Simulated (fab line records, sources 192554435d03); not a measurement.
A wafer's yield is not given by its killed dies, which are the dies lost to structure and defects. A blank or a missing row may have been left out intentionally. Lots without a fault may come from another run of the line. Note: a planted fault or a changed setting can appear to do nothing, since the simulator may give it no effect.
fab line records	flow n5Finfet
record: lots: 24	wafers: 72	lastDay: 19
route steps=1938 shown MOL_CONTACT_COAG@575 BEOL_M0_SAQP@635
lots untouched by any fault: they come from a run of this same line in which no faults occurred
startH: hours from the record's first day to the start of the lot's first wafer shown	waitH: hours elapsed since this lot's preceding step	" identical to the entry in the row above	L1.1+2: several wafers, shown together as one row	- no value, or no start given	* or withheld: withheld	< > ~ a bound
route shown NAME@n: names a module that has steps shown in the file, with the first one's number in the route	usual: average and standard deviation across the fault-free wafers	same: alike in all rows	chamber/n: place in a boat	sites: each site's reading	_std_site: the standard deviation of these	_edge_site: inner sites' mean taken away from outer sites' mean	radiusMm: how far each site lies from the wafer's centre	mask NAME#n: copy n	behind: the tool/chamber that last shaped the wafer	hold: what put the lot on hold/how long, in hours/how the hold closed	device: the n, p or np transistor that did not switch	end of line: the same wafers' tests at the end of the route	a step given without rows: its recipe and nothing more	killed: the dies lost at the first sort to structure and to defects; this is not the yield of the wafer	map: the dies of a wafer, with x for killed, . for not killed, _ for no die there
set.NAME: setting as actually run; set.NAME@STEP: the setting as run at that earlier step	model.NAME: the simulator's own value behind a step, which no gauge read
a sample of lots followed through the steps of the route, with each step as a table and each wafer as a row
services: the hour from which a tool's chamber was out of use, counted from the record's first day as startH (under 0 if before that day), plus the number of hours and why
== steps ==
step: N5_MOL_CONTACT_COAG_INSPECT_57
recipe: mode: adi	inspectInstrument: brightfield
usual: rawDefectCount: 194/51
lot.wafer	tool	chamber	startH	waitH	rawDefectCount
L074.1	defectInspect-02	-	102.60	0.1	185
L074.2	"	-	"	"	295
L074.3	"	-	"	"	218
L075.1	defectInspect-02	-	108.22	0.1	206
L075.4	"	-	"	"	239
L075.5	"	-	"	"	191
L076.1	defectInspect-01	-	114.28	0.1	170
L076.5	"	-	"	"	203
L076.6	"	-	"	"	191
L077.2	defectInspect-02	-	118.24	0.0	175
L077.3	"	-	"	"	260
L077.6	"	-	"	"	214
L078.2	defectInspect-01	-	123.27	0.0	141
L078.5	"	-	"	"	142
L078.6	"	-	"	"	116
L079.3	defectInspect-02	-	129.95	0.0	150
L079.4	"	-	"	"	102
L079.6	"	-	"	"	234
L080.1	defectInspect-01	-	133.41	0.1	195
L080.2	"	-	"	"	173
L080.6	"	-	"	"	169
L081.1	defectInspect-02	-	148.83	0.1	267
L081.3	"	-	"	"	243
L081.6	"	-	"	"	282
L082.1	defectInspect-02	-	148.94	0.1	298
L082.2	"	-	"	"	337
L082.6	"	-	"	"	216
L083.1	defectInspect-01	-	156.25	0.1	152
L083.3	"	-	"	"	173
L083.5	"	-	"	"	160
L084.1	defectInspect-02	-	160.17	0.1	196
L084.2	"	-	"	"	173
L084.5	"	-	"	"	208
L086.1	defectInspect-01	-	172.92	0.1	215
L086.4	"	-	"	"	204
L086.5	"	-	"	"	201
L085.1	defectInspect-02	-	173.21	0.1	189
L085.2	"	-	"	"	207
L085.6	"	-	"	"	199
L087.1	defectInspect-02	-	181.55	0.1	220
L087.5	"	-	"	"	219
L087.6	"	-	"	"	157
L088.1	defectInspect-01	-	182.67	0.1	243
L088.2	"	-	"	"	228
L088.5	"	-	"	"	255
L089.1	defectInspect-01	-	190.51	0.1	130
L089.2	"	-	"	"	162
L089.5	"	-	"	"	137
L090.1	defectInspect-01	-	193.29	0.1	210
L090.4	"	-	"	"	170
L090.5	"	-	"	"	231
L091.3	defectInspect-02	-	198.76	0.0	273
L091.4	"	-	"	"	212
L091.5	"	-	"	"	318
L092.1	defectInspect-02	-	204.35	0.1	321
L092.3	"	-	"	"	385
L092.5	"	-	"	"	218
L093.3	defectInspect-02	-	212.30	0.0	170
L093.5	"	-	"	"	212
L093.6	"	-	"	"	238
L094.1	defectInspect-02	-	218.17	0.1	129
L094.2	"	-	"	"	203
L094.4	"	-	"	"	166
L095.2	defectInspect-02	-	222.49	0.0	131
L095.5	"	-	"	"	196
L095.6	"	-	"	"	134
L096.1	defectInspect-02	-	226.29	0.1	163
L096.2	"	-	"	"	140
L096.3	"	-	"	"	191
L097.2	defectInspect-02	-	233.52	0.0	180
L097.4	"	-	"	"	166
L097.6	"	-	"	"	178
step: N5_MOL_CONTACT_COAG_STRIP_119
recipe: chemistry: N2/H2	timeS: 30	powerW: 1000	tempC: 250	pressureMtorr: withheld	n2FlowSccm: 1750	h2FlowSccm: 3250
usual: drypumpMotorCurrentA: 5.35/0.24	heaterPowerW: 349/15	n2FlowSccm: 1750/4.7
same: timeS: 30
lot.wafer	tool	chamber	startH	waitH	drypumpMotorCurrentA	heaterPowerW	n2FlowSccm	rfHoursCounterH
L074.1	plasmaAsher-01	1	103.37	0.1	5.64	368	1740	91
L074.2	"	0	"	"	5.04	330	1752	91
L074.3	"	0	"	"	5.01	321	1744	-
L075.1	plasmaAsher-02	0	109.29	0.1	5.23	344	1748	41
L075.4	"	0	"	"	5.23	334	1745	-
L075.5	"	0	"	"	5.22	341	1750	-
L076.1	plasmaAsher-01	0	115.25	0.1	5.02	328	1750	94
L076.5	"	0	"	"	5.00	329	1755	-
L076.6	"	1	"	"	5.65	358	1753	-
L077.2	plasmaAsher-02	0	118.93	0.1	5.21	346	1754	42
L077.3	"	1	"	"	5.53	356	1753	-
L077.6	"	0	"	"	5.20	332	1753	-
L078.2	plasmaAsher-02	1	123.96	0.1	5.51	366	1750	43
L078.5	"	0	"	"	5.25	349	1742	-
L078.6	"	1	"	"	5.52	355	1748	-
L079.3	plasmaAsher-02	1	130.86	0.1	5.51	364	1738	-
L079.4	"	0	"	"	5.17	345	1751	-
L079.6	"	0	"	"	5.19	338	1754	-
L080.1	plasmaAsher-01	0	134.52	0.1	5.02	332	1753	98
L080.2	"	1	"	"	5.68	360	1750	98
L080.6	"	1	"	"	5.65	359	1754	-
L081.1	plasmaAsher-02	0	149.68	0.2	5.17	345	1748	48
L081.3	"	0	"	"	5.17	341	1747	-
L081.6	"	1	"	"	5.53	371	1750	-
L082.1	plasmaAsher-01	1	149.75	0.1	5.66	367	1750	100
L082.2	"	0	"	"	5.03	342	1749	100
L082.6	"	1	"	"	5.63	364	1751	-
L083.1	plasmaAsher-01	0	157.18	0.1	4.98	332	1754	101
L083.3	"	1	"	"	5.64	365	1743	-
L083.5	"	0	"	"	4.99	326	1752	-
L084.1	plasmaAsher-01	0	160.86	0.1	4.99	317	1754	102
L084.2	"	1	"	"	5.64	360	1739	102
L084.5	"	0	"	"	5.00	328	1747	-
L086.1	plasmaAsher-02	0	173.74	0.1	5.21	339	1744	53
L086.4	"	1	"	"	5.51	359	1746	-
L086.5	"	0	"	"	5.19	338	1752	-
L085.1	plasmaAsher-02	1	174.23	0.1	5.51	361	1744	53
L085.2	"	0	"	"	5.19	340	1751	53
L085.6	"	1	"	"	5.52	360	1753	-
L087.1	plasmaAsher-02	0	182.45	0.1	5.20	342	1754	55
L087.5	"	1	"	"	5.50	362	1756	-
L087.6	"	0	"	"	5.22	342	1742	-
L088.1	plasmaAsher-02	1	183.39	0.1	5.52	364	1746	55
L088.2	"	0	"	"	5.23	342	1747	55
L088.5	"	1	"	"	5.50	363	1747	-
L089.1	plasmaAsher-01	0	191.69	0.1	4.99	336	1750	109
L089.2	"	1	"	"	5.66	373	1755	109
L089.5	"	1	"	"	5.66	368	1754	-
L090.1	plasmaAsher-02	0	194.47	0.1	5.23	342	1750	57
L090.4	"	1	"	"	5.52	363	1744	-
L090.5	"	1	"	"	5.52	362	1748	-
L091.3	plasmaAsher-02	0	199.47	0.1	5.22	336	1748	-
L091.4	"	1	"	"	5.50	359	1752	-
L091.5	"	1	"	"	5.50	361	1749	-
L092.1	plasmaAsher-02	0	205.26	0.1	5.23	335	1756	59
L092.3	"	1	"	"	5.52	357	1756	-
L092.5	"	0	"	"	5.22	343	1755	-
L093.3	plasmaAsher-02	1	213.23	0.1	5.51	361	1750	-
L093.5	"	0	"	"	5.21	340	1746	-
L093.6	"	1	"	"	5.51	363	1741	-
L094.1	plasmaAsher-01	1	218.87	0.1	5.64	357	1751	115
L094.2	"	0	"	"	5.03	331	1748	115
L094.4	"	0	"	"	5.03	326	1757	-
L095.2	plasmaAsher-01	1	223.18	0.1	5.63	360	1754	116
L095.5	"	1	"	"	5.69	367	1750	-
L095.6	"	0	"	"	5.02	334	1755	-
L096.1	plasmaAsher-02	1	227.74	0.1	5.52	360	1748	63
L096.2	"	0	"	"	5.23	342	1745	63
L096.3	"	0	"	"	5.23	335	1748	-
L097.2	plasmaAsher-01	1	234.60	0.1	5.62	374	1746	118
L097.4	"	1	"	"	5.62	361	1748	-
L097.6	"	0	"	"	5.02	323	1754	-
step: N5_MOL_CONTACT_COAG_VIA_ETCH_117
recipe: chemistry: C4F6/O2	targetDepthA: 400	overetchA: 80	maskMaterial: SOC	target: SiO2	biasW: 455	pressureMtorr: 10	timeS: 26	sourceW: 325	Ar_flow_sccm: 300	C4F6_flow_sccm: 10	O2_flow_sccm: 10	ionEnergyEv: 575.3	ends: endPoint
usual: drypumpMotorCurrentA: 6.0/0.34	oesProductAu: 0.72/0.067	rfVppV: 1589/12	showerheadPlenumPTorr: 2.86/0.13	throttleValvePct: 40.94/0.27
lot.wafer	tool	chamber	startH	waitH	drypumpMotorCurrentA	oesProductAu	rfHoursCounterH	rfVppV	showerheadPlenumPTorr	throttleValvePct
L074.1	rieDiel-04	0	105.43	0.0	6.4	0.83	18	1589	3.02	40.88
L074.2	"	1	"	"	6.1	0.67	184	1568	2.71	40.64
L074.3	"	2	"	"	6.1	0.81	30	1588	2.78	41.29
L075.1	rieDiel-04	0	110.64	0.0	6.4	0.82	20	1588	3.02	40.87
L075.4	"	2	"	"	6.1	0.80	32	1591	2.78	41.29
L075.5	"	3	"	"	6.0	0.67	-	1599	2.81	40.67
L076.1	rieDiel-04	0	116.44	0.0	6.4	0.83	21	1588	3.02	40.89
L076.5	"	1	"	"	6.1	0.66	-	1569	2.71	40.65
L076.6	"	2	"	"	6.1	0.80	-	1587	2.78	41.28
L077.2	rieDiel-04	0	120.12	0.0	6.4	0.82	23	1589	3.02	40.88
L077.3	"	3	"	"	6.0	0.66	179	1598	2.81	40.66
L077.6	"	0	"	"	6.4	0.81	-	1587	3.02	40.88
L078.2	rieDiel-04	3	125.15	0.0	6.0	0.67	181	1599	2.81	40.67
L078.5	"	0	"	"	6.4	0.82	-	1587	3.02	40.89
L078.6	"	3	"	"	6.0	0.67	-	1599	2.81	40.67
L079.3	rieDiel-02	1	131.94	0.0	5.4	0.74	66	1606	3.01	41.22
L079.4	"	3	"	"	5.9	0.68	171	1588	2.93	40.59
L079.6	"	1	"	"	5.5	0.74	-	1605	3.01	41.20
L080.1	rieDiel-05	1	135.71	0.0	5.4	0.69	124	1586	2.64	41.36
L080.2	"	0	"	"	5.5	0.69	150	1604	2.95	40.63
L080.6	"	3	"	"	6.3	0.64	-	1584	2.92	41.27
L081.1	rieDiel-05	3	150.86	0.0	6.3	0.63	229	1584	2.92	41.27
L081.3	"	2	"	"	5.8	0.85	4	1608	3.03	40.91
L081.6	"	1	"	"	5.4	0.69	-	1587	2.63	41.35
L082.1	rieDiel-02	1	151.02	0.0	5.5	0.75	73	1604	3.00	41.20
L082.2	"	3	"	"	5.9	0.68	178	1588	2.93	40.60
L082.6	"	1	"	"	5.5	0.74	-	1605	3.00	41.22
L083.1	rieDiel-04	0	158.96	0.0	6.4	0.80	36	1587	3.01	40.89
L083.3	"	2	"	"	6.1	0.77	48	1588	2.77	41.30
L083.5	"	0	"	"	6.4	0.79	-	1588	3.01	40.89
L084.1	rieDiel-04	2	162.46	0.0	6.1	0.77	50	1587	2.77	41.30
L084.2	"	3	"	"	6.0	0.66	194	1599	2.81	40.67
L084.5	"	0	"	"	6.4	0.80	-	1588	3.01	40.90
L086.1	rieDiel-04	3	174.93	0.0	6.0	0.65	198	1597	2.80	40.68
L086.4	"	2	"	"	6.1	0.77	54	1587	2.77	41.30
L086.5	"	0	"	"	6.4	0.79	-	1586	3.01	40.88
L085.1	rieDiel-05	1	175.78	0.0	5.4	0.68	136	1584	2.63	41.35
L085.2	"	0	"	"	5.4	0.69	163	1606	2.94	40.66
L085.6	"	0	"	"	5.5	0.68	-	1604	2.94	40.67
L087.1	rieDiel-04	2	183.56	0.0	6.1	0.76	58	1588	2.77	41.31
L087.5	"	2	"	"	6.1	0.76	-	1588	2.77	41.30
L087.6	"	1	"	"	6.1	0.65	-	1567	2.70	40.66
L088.1	rieDiel-02	3	184.87	0.0	5.9	0.67	188	1587	2.92	40.61
L088.2	"	2	"	"	6.4	0.60	247	1603	2.78	41.15
L088.5	"	0	"	"	5.3	0.75	-	1589	3.00	41.07
L089.1	rieDiel-04	1	192.88	0.0	6.1	0.65	216	1566	2.70	40.66
L089.2	"	2	"	"	6.1	0.77	61	1587	2.77	41.30
L089.5	"	3	"	"	6.1	0.65	-	1596	2.80	40.69
L090.1	rieDiel-02	3	195.66	0.0	5.9	0.66	192	1588	2.92	40.60
L090.4	"	1	"	"	5.5	0.73	-	1605	3.00	41.23
L090.5	"	0	"	"	5.3	0.76	-	1586	3.00	41.07
L091.3	rieDiel-04	1	200.60	0.0	6.1	0.64	219	1564	2.69	40.66
L091.4	"	3	"	"	6.0	0.65	207	1597	2.80	40.69
L091.5	"	0	"	"	6.4	0.78	-	1587	3.00	40.91
L092.1	rieDiel-04	0	206.75	0.0	6.3	0.78	53	1586	3.00	40.91
L092.3	"	1	"	"	6.1	0.65	222	1568	2.69	40.64
L092.5	"	2	"	"	6.1	0.75	-	1586	2.77	41.28
L093.3	rieDiel-05	0	214.71	0.0	5.5	0.67	175	1603	2.93	40.69
L093.5	"	2	"	"	5.8	0.80	-	1608	3.03	40.92
L093.6	"	1	"	"	5.4	0.67	-	1585	2.63	41.36
L094.1	rieDiel-02	1	220.10	0.0	5.5	0.72	98	1604	2.99	41.20
L094.2	"	3	"	"	5.9	0.66	203	1588	2.91	40.59
L094.4	"	2	"	"	6.4	0.88	1	1603	2.78	40.86
L095.2	rieDiel-04	2	224.54	0.0	6.1	0.75	75	1587	2.76	41.31
L095.5	"	2	"	"	6.1	0.74	-	1588	2.76	41.31
L095.6	"	1	"	"	6.1	0.64	-	1567	2.69	40.67
L096.1	rieDiel-05	2	229.00	0.0	5.8	0.79	28	1608	3.02	40.91
L096.2	"	1	"	"	5.4	0.66	153	1584	2.62	41.37
L096.3	"	0	"	"	5.6	0.67	180	1604	2.93	40.67
L097.2	rieDiel-04	1	235.66	0.0	6.1	0.64	234	1567	2.69	40.68
L097.4	"	0	"	"	6.4	0.76	65	1585	3.00	40.92
L097.6	"	0	"	"	6.4	0.76	-	1585	3.00	40.89
step: N5_MOL_CONTACT_COAG_THK_MEAS_53
recipe: reads: SiO2_of_MOL_CONTACT_COAG_PECVD_31
usual: VIA_MOL_THK: 43.8/0.65
lot.wafer	tool	chamber	startH	waitH	VIA_MOL_THK[nm]
L074.1	filmMetro-02	-	106.54	-	44.2
L074.2	"	-	"	"	43.8
L074.3	"	-	"	"	42.9
L075.1	filmMetro-02	-	111.74	-	43.4
L075.4	"	-	"	"	44.6
L075.5	"	-	"	"	44.9
L076.1	filmMetro-01	-	117.53	-	43.7
L076.5	"	-	"	"	44.4
L076.6	"	-	"	"	45.1
L077.2	filmMetro-01	-	121.21	-	43.8
L077.3	"	-	"	"	44.0
L077.6	"	-	"	"	44.4
L078.2	filmMetro-02	-	126.28	-	44.3
L078.5	"	-	"	"	44.9
L078.6	"	-	"	"	44.7
L079.3	filmMetro-02	-	133.04	-	43.6
L079.4	"	-	"	"	43.8
L079.6	"	-	"	"	44.4
L080.1	filmMetro-01	-	136.81	-	43.7
L080.2	"	-	"	"	43.8
L080.6	"	-	"	"	44.3
L081.1	filmMetro-01	-	151.97	-	43.6
L081.3	"	-	"	"	43.8
L081.6	"	-	"	"	43.9
L082.1	filmMetro-02	-	152.20	-	43.0
L082.2	"	-	"	"	43.0
L082.6	"	-	"	"	44.3
L083.1	filmMetro-02	-	160.08	-	42.9
L083.3	"	-	"	"	42.6
L083.5	"	-	"	"	44.1
L084.1	filmMetro-01	-	163.89	-	43.1
L084.2	"	-	"	"	42.8
L084.5	"	-	"	"	43.5
L086.1	filmMetro-01	-	176.03	-	42.5
L086.4	"	-	"	"	43.3
L086.5	"	-	"	"	43.5
L085.1	filmMetro-01	-	176.87	-	43.2
L085.2	"	-	"	"	43.4
L085.6	"	-	"	"	44.6
L087.1	filmMetro-01	-	184.99	-	42.7
L087.5	"	-	"	"	43.9
L087.6	"	-	"	"	44.6
L088.1	filmMetro-01	-	186.29	-	43.6
L088.2	"	-	"	"	44.1
L088.5	"	-	"	"	44.9
L089.1	filmMetro-01	-	193.97	-	42.8
L089.2	"	-	"	"	43.5
L089.5	"	-	"	"	44.0
L090.1	filmMetro-01	-	196.75	-	43.4
L090.4	"	-	"	"	44.2
L090.5	"	-	"	"	44.6
L091.3	filmMetro-01	-	201.70	-	43.3
L091.4	"	-	"	"	43.8
L091.5	"	-	"	"	44.0
L092.1	filmMetro-02	-	207.85	-	43.1
L092.3	"	-	"	"	43.8
L092.5	"	-	"	"	43.5
L093.3	filmMetro-02	-	215.81	-	44.0
L093.5	"	-	"	"	44.3
L093.6	"	-	"	"	44.3
L094.1	filmMetro-01	-	221.20	-	43.3
L094.2	"	-	"	"	43.4
L094.4	"	-	"	"	44.4
L095.2	filmMetro-02	-	225.66	-	43.0
L095.5	"	-	"	"	45.1
L095.6	"	-	"	"	43.9
L096.1	filmMetro-02	-	230.10	-	44.2
L096.2	"	-	"	"	44.2
L096.3	"	-	"	"	44.6
L097.2	filmMetro-02	-	236.77	-	42.6
L097.4	"	-	"	"	43.3
L097.6	"	-	"	"	43.1
step: N5_BEOL_M0_SAQP_PECVD_03
recipe: material: SiCN	targetThkA: 120	tempC: withheld	precursor: 3MS/NH3	pressureTorr: 3	rfW: 202	timeS: 21.1
usual: showerheadPlenumPTorr: 3.669/0.014	throttleValvePct: 9.1/0.58
same: timeS: 21.1
lot.wafer	tool	chamber	startH	waitH	showerheadPlenumPTorr	throttleValvePct
L074.1	pecvd-04	0	110.61	0.1	3.666	8.6
L074.2	"	2	"	"	3.659	8.8
L074.3	"	1	"	"	3.693	9.4
L075.1	pecvd-03	1	117.57	0.1	3.675	10.4
L075.4	"	1	"	"	3.676	10.4
L075.5	"	2	"	"	3.663	8.4
L076.1	pecvd-04	2	122.40	0.1	3.661	8.6
L076.5	"	1	"	"	3.682	9.5
L076.6	"	0	"	"	3.656	8.6
L077.2	pecvd-01	1	126.09	0.1	3.668	10.0
L077.3	"	0	"	"	3.667	8.8
L077.6	"	0	"	"	3.664	8.8
L078.2	pecvd-04	1	130.20	0.1	3.709	9.6
L078.5	"	0	"	"	3.665	9.0
L078.6	"	2	"	"	3.659	9.0
L079.3	pecvd-03	0	138.64	0.1	3.679	8.5
L079.4	"	2	"	"	3.658	8.5
L079.6	"	0	"	"	3.663	8.5
L080.1	pecvd-01	2	140.59	0.1	3.655	9.3
L080.2	"	1	"	"	3.675	9.8
L080.6	"	0	"	"	3.654	8.7
L081.1	pecvd-03	0	156.17	0.1	3.659	8.7
L081.3	"	2	"	"	3.659	8.3
L081.6	"	2	"	"	3.661	8.3
L082.1	pecvd-01	0	159.87	0.1	3.671	8.4
L082.2	"	1	"	"	3.665	9.4
L082.6	"	0	"	"	3.663	8.8
L083.1	pecvd-04	0	165.77	0.1	3.655	8.9
L083.3	"	1	"	"	3.694	9.3
L083.5	"	2	"	"	3.667	8.8
L084.1	pecvd-01	1	167.92	0.1	3.662	9.9
L084.2	"	0	"	"	3.659	8.5
L084.5	"	2	"	"	3.662	9.5
L086.1	pecvd-04	2	180.48	0.1	3.665	8.8
L086.4	"	2	"	"	3.653	8.8
L086.5	"	0	"	"	3.665	8.8
L085.1	pecvd-03	2	183.56	0.1	3.663	8.5
L085.2	"	1	"	"	3.666	10.3
L085.6	"	2	"	"	3.658	8.4
L087.1	pecvd-04	1	188.74	0.1	3.694	9.4
L087.5	"	1	"	"	3.701	9.7
L087.6	"	2	"	"	3.663	9.0
L088.1	pecvd-04	2	192.09	0.1	3.666	9.0
L088.2	"	1	"	"	3.685	9.4
L088.5	"	1	"	"	3.696	9.5
L089.1	pecvd-01	2	200.46	0.1	3.661	9.8
L089.2	"	0	"	"	3.658	8.8
L089.5	"	2	"	"	3.665	9.6
L090.1	pecvd-04	1	201.14	0.1	3.693	9.4
L090.4	"	2	"	"	3.668	9.1
L090.5	"	0	"	"	3.662	8.8
L091.3	pecvd-04	1	206.32	0.1	3.692	9.4
L091.4	"	0	"	"	3.655	8.8
L091.5	"	1	"	"	3.690	9.5
L092.1	pecvd-03	0	211.45	0.1	3.673	8.5
L092.3	"	2	"	"	3.645	8.3
L092.5	"	0	"	"	3.670	8.6
L093.3	pecvd-04	1	219.95	0.1	3.705	9.3
L093.5	"	1	"	"	3.688	9.7
L093.6	"	0	"	"	3.655	8.7
L094.1	pecvd-04	0	225.62	0.1	3.656	8.9
L094.2	"	2	"	"	3.666	8.8
L094.4	"	2	"	"	3.661	8.8
L095.2	pecvd-01	1	229.77	0.1	3.665	10.0
L095.5	"	1	"	"	3.665	9.6
L095.6	"	0	"	"	3.672	8.5
L096.1	pecvd-04	1	234.24	0.1	3.690	9.6
L096.2	"	0	"	"	3.658	8.6
L096.3	"	2	"	"	3.668	9.0
L097.2	pecvd-04	0	241.84	0.1	3.660	8.9
L097.4	"	0	"	"	3.659	8.7
L097.6	"	1	"	"	3.696	9.2
step: N5_BEOL_M0_SAQP_ETCH_84
recipe: chemistry: N2/H2	target: SOC	targetDepthA: 1000	overetchA: 200	maskMaterial: SiARC	tempC: 40	timeS: 150	ionEnergyEv: 200	pressureMtorr: 30	sourceW: 840	biasW: 150	n2FlowSccm: 200	h2FlowSccm: 200
usual: drypumpMotorCurrentA: 5.50/0.27	n2FlowSccm: 200.0/0.63	oesProductAu: 0.69/0.05	rfVppV: 523.3/2.5	showerheadPlenumPTorr: 2.52/0.088	throttleValvePct: 17.83/0.26
same: timeS: 150
lot.wafer	tool	chamber	startH	waitH	drypumpMotorCurrentA	n2FlowSccm	oesProductAu	rfHoursCounterH	rfVppV	showerheadPlenumPTorr	throttleValvePct
L074.1	rieDiel-06	1	112.37	0.0	5.97	199.2	0.84	8	526.7	2.60	17.58
L074.2	"	3	"	"	5.07	200.0	0.66	193	520.1	2.42	17.90
L074.3	"	0	"	"	5.47	198.8	0.80	33	527.2	2.59	17.43
L075.1	rieDiel-01	3	118.31	0.0	5.65	200.1	0.70	111	521.0	2.47	17.66
L075.4	"	0	"	"	5.07	199.3	0.75	58	526.0	2.58	17.89
L075.5	"	0	"	"	5.09	199.3	0.76	-	525.8	2.58	17.90
L076.1	rieDiel-01	0	123.28	0.0	5.06	199.3	0.75	59	525.7	2.58	17.91
L076.5	"	0	"	"	5.07	199.5	0.75	-	523.3	2.58	17.88
L076.6	"	1	"	"	5.58	199.4	0.65	-	526.5	2.64	17.91
L077.2	rieDiel-01	3	126.85	0.0	5.66	200.2	0.70	114	522.4	2.46	17.64
L077.3	"	0	"	"	5.09	198.8	0.76	60	523.9	2.58	17.88
L077.6	"	3	"	"	5.68	200.1	0.69	-	521.1	2.46	17.66
L078.2	rieDiel-01	0	130.95	0.0	5.08	199.6	0.75	61	524.5	2.58	17.89
L078.5	"	1	"	"	5.61	199.7	0.65	-	527.2	2.64	17.91
L078.6	"	2	"	"	5.71	200.0	0.65	-	524.1	2.53	18.02
L079.3	rieDiel-03	2	139.51	0.0	5.28	199.5	0.67	158	524.4	2.54	18.30
L079.4	"	3	"	"	5.70	200.3	0.64	212	522.9	2.52	18.15
L079.6	"	0	"	"	5.57	199.7	0.66	-	523.6	2.52	17.56
L080.1	rieDiel-03	3	141.45	0.0	5.70	199.5	0.64	213	522.6	2.52	18.13
L080.2	"	1	"	"	5.21	200.2	0.70	124	520.0	2.34	17.47
L080.6	"	1	"	"	5.25	201.1	0.70	-	519.0	2.34	17.46
L081.1	rieDiel-01	2	157.03	0.0	5.70	200.5	0.65	204	523.4	2.52	18.03
L081.3	"	3	"	"	5.66	200.9	0.69	122	522.4	2.46	17.64
L081.6	"	3	"	"	5.65	199.8	0.69	-	521.7	2.46	17.65
L082.1	rieDiel-01	1	160.64	0.0	5.60	199.2	0.65	204	526.5	2.63	17.94
L082.2	"	2	"	"	5.70	200.8	0.65	205	521.3	2.52	18.03
L082.6	"	3	"	"	5.70	199.9	0.69	-	522.7	2.46	17.67
L083.1	rieDiel-03	2	166.51	0.0	5.31	200.4	0.67	163	524.4	2.54	18.30
L083.3	"	1	"	"	5.21	199.4	0.70	131	518.5	2.34	17.47
L083.5	"	1	"	"	5.21	199.7	0.70	-	518.7	2.34	17.48
L084.1	rieDiel-03	1	168.83	0.0	5.21	199.3	0.70	132	518.5	2.34	17.46
L084.2	"	0	"	"	5.60	200.7	0.66	195	523.6	2.52	17.57
L084.5	"	0	"	"	5.58	200.6	0.66	-	523.3	2.52	17.57
L086.1	rieDiel-03	0	181.35	0.0	5.58	200.4	0.66	199	522.9	2.52	17.58
L086.4	"	3	"	"	5.71	199.8	0.63	224	523.1	2.52	18.18
L086.5	"	3	"	"	5.70	200.3	0.63	-	523.1	2.52	18.17
L085.1	rieDiel-06	0	184.78	0.0	5.44	200.6	0.78	53	523.8	2.58	17.48
L085.2	"	1	"	"	5.97	199.2	0.80	29	524.2	2.59	17.58
L085.6	"	0	"	"	5.46	200.5	0.78	-	524.7	2.58	17.46
L087.1	rieDiel-01	1	189.60	0.0	5.58	199.2	0.64	212	526.2	2.63	17.94
L087.5	"	3	"	"	5.65	200.0	0.68	-	520.8	2.46	17.67
L087.6	"	2	"	"	5.70	199.5	0.64	-	524.0	2.52	18.04
L088.1	rieDiel-06	2	192.95	0.0	5.94	199.4	0.70	108	527.6	2.68	17.76
L088.2	"	0	"	"	5.46	200.0	0.77	56	525.6	2.58	17.46
L088.5	"	3	"	"	5.07	200.2	0.64	-	520.8	2.41	17.94
L089.1	rieDiel-01	2	201.33	0.0	5.69	200.2	0.64	216	521.4	2.52	18.03
L089.2	"	1	"	"	5.57	199.5	0.63	216	525.6	2.63	17.94
L089.5	"	2	"	"	5.69	199.7	0.64	-	523.1	2.52	18.04
L090.1	rieDiel-01	2	202.00	0.0	5.68	200.5	0.64	216	522.4	2.52	18.03
L090.4	"	1	"	"	5.59	200.9	0.64	216	525.7	2.63	17.96
L090.5	"	1	"	"	5.59	200.0	0.64	-	527.0	2.63	17.96
L091.3	rieDiel-06	1	207.18	0.0	5.98	200.4	0.79	36	526.8	2.59	17.62
L091.4	"	3	"	"	5.08	199.7	0.64	221	520.7	2.41	17.94
L091.5	"	0	"	"	5.47	200.3	0.77	-	525.5	2.58	17.47
L092.1	rieDiel-03	0	212.32	0.0	5.60	200.2	0.66	208	520.6	2.51	17.61
L092.3	"	3	"	"	5.70	201.1	0.62	233	521.9	2.51	18.16
L092.5	"	3	"	"	5.70	201.1	0.63	-	523.3	2.51	18.18
L093.3	rieDiel-06	1	220.79	0.0	6.00	199.6	0.78	41	524.4	2.59	17.61
L093.5	"	1	"	"	5.97	199.3	0.77	-	524.8	2.59	17.63
L093.6	"	3	"	"	5.08	201.0	0.64	-	520.7	2.41	17.96
L094.1	rieDiel-01	1	226.49	0.0	5.61	200.5	0.63	226	525.4	2.62	17.98
L094.2	"	0	"	"	5.09	199.6	0.73	84	523.4	2.57	17.93
L094.4	"	3	"	"	5.65	200.5	0.68	144	522.2	2.45	17.70
L095.2	rieDiel-06	2	230.95	0.0	5.94	199.4	0.70	117	526.2	2.67	17.77
L095.5	"	3	"	"	5.06	200.2	0.64	-	522.6	2.41	17.97
L095.6	"	0	"	"	5.48	199.2	0.77	-	524.1	2.58	17.51
L096.1	rieDiel-03	0	235.07	0.0	5.57	199.8	0.65	216	523.5	2.51	17.60
L096.2	"	2	"	"	5.30	199.3	0.66	183	524.0	2.53	18.34
L096.3	"	3	"	"	5.71	200.4	0.63	240	521.8	2.51	18.19
L097.2	rieDiel-03	1	242.98	0.0	5.23	199.7	0.68	153	517.6	2.33	17.50
L097.4	"	3	"	"	5.70	199.8	0.62	-	523.3	2.51	18.19
L097.6	"	1	"	"	5.21	200.9	0.68	-	518.0	2.33	17.51
== services ==
tool	chamber	startH	hours	kind
rieDiel-02	-	85.35	0.4	repair
rieDiel-03	3	91.98	1.4	repair
rieDiel-05	2	108.52	-	clean
rieDiel-05	2	108.52	-	consumableReplace:focusRing
rieDiel-05	2	108.52	-	consumableReplace:showerhead
rieDiel-05	2	108.52	29.3	scheduledDown
rieDiel-05	2	108.52	29.3	ventCycle
rieDiel-03	-	110.52	4.3	pm
rieDiel-02	2	113.74	6.6	repair
rieDiel-03	0	122.22	3.0	repair
rieDiel-03	0	125.87	9.6	repair
pecvd-01	-	129.99	6.0	pm
rieDiel-01	0	135.30	1.6	repair
pecvd-01	-	142.35	0.8	repair
rieDiel-06	2	146.56	6.0	repair
rieDiel-03	2	152.31	9.3	repair
pecvd-03	1	158.04	5.5	scheduledDown
pecvd-03	0	163.50	2.1	scheduledDown
rieDiel-03	1	174.66	6.3	repair
pecvd-04	-	198.44	0.5	repair
rieDiel-01	0	210.39	10.2	repair
pecvd-04	2	216.90	6.0	repair
rieDiel-05	3	226.36	1.8	repair
rieDiel-03	2	241.27	5.7	repair
== key ==
fault none
